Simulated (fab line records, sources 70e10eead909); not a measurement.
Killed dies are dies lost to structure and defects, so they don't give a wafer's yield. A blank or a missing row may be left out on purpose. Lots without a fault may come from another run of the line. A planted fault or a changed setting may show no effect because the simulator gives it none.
A struck lot beside a sound one | flow nand_harc | 14 steps out of a route of 1159
Sound: wafers L509.2, L509.3, L509.4. Struck: wafers L529.2, L529.3. (L529.1 of the same lot was not struck and is left out.) The cause comes at the end.
At each step with rows: each side's tool, then ch and its chambers, then its first start. Under that, the readings that differ: sound wafers | struck wafers | difference of the means | sigmas: that difference in standard deviations of wafers without a fault.
alike: readings whose means differ by less than 2 such deviations, and words and numbers that are the same on both sides. not compared: withheld readings, readings that some wafer has no value for, bounds like >300 that may hide the same value, and numbers for which the record gives no deviation and whose values overlap.
The two part at a step that has a row with sigmas, a row that says differs or no value, or rows on one side only. Numbers that don't overlap but have no deviation are shown without sigmas and don't part them. A reading that every wafer of one side lacks parts them only if that side has two wafers or more.

first, 1 step without rows for these wafers: NHARC_A_CHANNEL_FILL_D1_ALD_15 (deposits SiNx, target thk 2 nm, pulse time 60 s, ald cycles 19).
NHARC_A_CHANNEL_FILL_D1_ALD_16: deposits SiO2, target thk 1.5 nm, pulse time 10 s, ald cycles 15.
  sound on ald_hk-01 ch 0,2,3, day 9 05:01; struck on ald_hk-02 ch 2,3, day 14 04:47
  reading              | sound | struck        | difference                   | sigmas
  susceptor_temp_C (C) | - - - | 299.96 300.04 | no value on the sound wafers |
  alike: heater_power_w, precursor_pulse_height_rel
  not compared: ald_cycles
then, 2 steps without rows for these wafers: NHARC_A_CHANNEL_FILL_D1_ANNEAL_17 (time 1800 s); NHARC_A_CHANNEL_FILL_D1_CVD_18 (deposits poly-Si, target thk 3 nm).
NHARC_A_CHANNEL_FILL_D1_ETCHBACK_19: etches the open film in HBr/Cl2, target depth 5 nm, time 1.7 s.
  sound on rie_si-02 ch 0,2,3, day 9 16:56; struck on rie_si-04 ch 1,3, day 14 19:45
  reading                | sound       | struck  | difference | sigmas
  rf_hours_counter_h (h) | 1.7 1.6 1.7 | 0.4 0.5 | -1.2       |
  alike: drypump_motor_current_A, oes_product_au, throttle_valve_pct
NHARC_A_CHANNEL_FILL_D1_ETCHBACK_20: etches the open film in C4F8/O2/Ar, target depth 27 nm, time 13.5 s.
  sound on rie_diel-09 ch 0,1,3, day 9 17:04; struck on rie_diel-09 ch 0,2, day 14 19:53
  reading                | sound          | struck    | difference | sigmas
  oes_product_au (a.u.)  | 0.92 0.91 0.92 | 1.01 0.99 | +0.08      | +2
  rf_hours_counter_h (h) | 4.8 4.0 4.7    | 2.4 2.5   | -2.0       |
  alike: rf_vpp_V
NHARC_A_CHANNEL_FILL_D1_STRIP_28: strips in O2, time 20 s.
  sound on rie_diel-09 ch 0,2,3, day 9 17:10; struck on rie_diel-09 ch 2,3, day 14 19:59
  reading                | sound       | struck  | difference | sigmas
  rf_hours_counter_h (h) | 4.6 4.0 4.7 | 1.4 2.4 | -2.5       |
  alike: drypump_motor_current_A, oes_product_au, rf_vpp_V, showerhead_plenum_p_Torr, throttle_valve_pct
then, 4 steps without rows for these wafers: NHARC_A_CHANNEL_FILL_D1_PRECLEAN_21 (cleans in dHF, time 30 s); NHARC_A_CHANNEL_FILL_D1_SRD_23; NHARC_A_CHANNEL_FILL_D1_CVD_05 (deposits poly-Si, target thk 5 nm); NHARC_A_CHANNEL_FILL_D1_ANNEAL_22 (time 7200 s).
NHARC_A_CHANNEL_FILL_D1_THK_MEAS_06: measures by ellipsometry.
  sound on film_metro-02, day 10 06:42; struck on film_metro-02, day 15 07:55
  alike: thk_nm
NHARC_A_CHANNEL_FILL_D1_ALD_25: deposits SiOx, target thk 60 nm, pulse time 10 s, ald cycles 600.
  sound on ald_hk-04 ch 0,1,2, day 10 06:46; struck on ald_hk-04 ch 0,2, day 15 10:05
  reading    | sound       | struck  | difference | sigmas
  ald_cycles | 600 600 600 | 578 578 | -22        |
  alike: heater_power_w, precursor_pulse_height_rel, susceptor_temp_C
NHARC_A_CHANNEL_FILL_D1_ETCHBACK_08: etches the open film in C4F8, target depth 220 nm, time 110 s.
  sound on rie_diel-03 ch 0,1,2; struck on rie_diel-09 ch 1,3
  reading                | sound          | struck    | difference | sigmas
  oes_product_au (a.u.)  | 1.00 1.01 1.01 | 0.92 0.94 | -0.08      | -2
  rf_hours_counter_h (h) | 0 1 0          | 2 4       | +3         |
  alike: rf_vpp_V

WHERE THEY PART
First at NHARC_A_CHANNEL_FILL_D1_ALD_16; last, within this record, at NHARC_A_CHANNEL_FILL_D1_ETCHBACK_08.

WHY: what the simulator had put in
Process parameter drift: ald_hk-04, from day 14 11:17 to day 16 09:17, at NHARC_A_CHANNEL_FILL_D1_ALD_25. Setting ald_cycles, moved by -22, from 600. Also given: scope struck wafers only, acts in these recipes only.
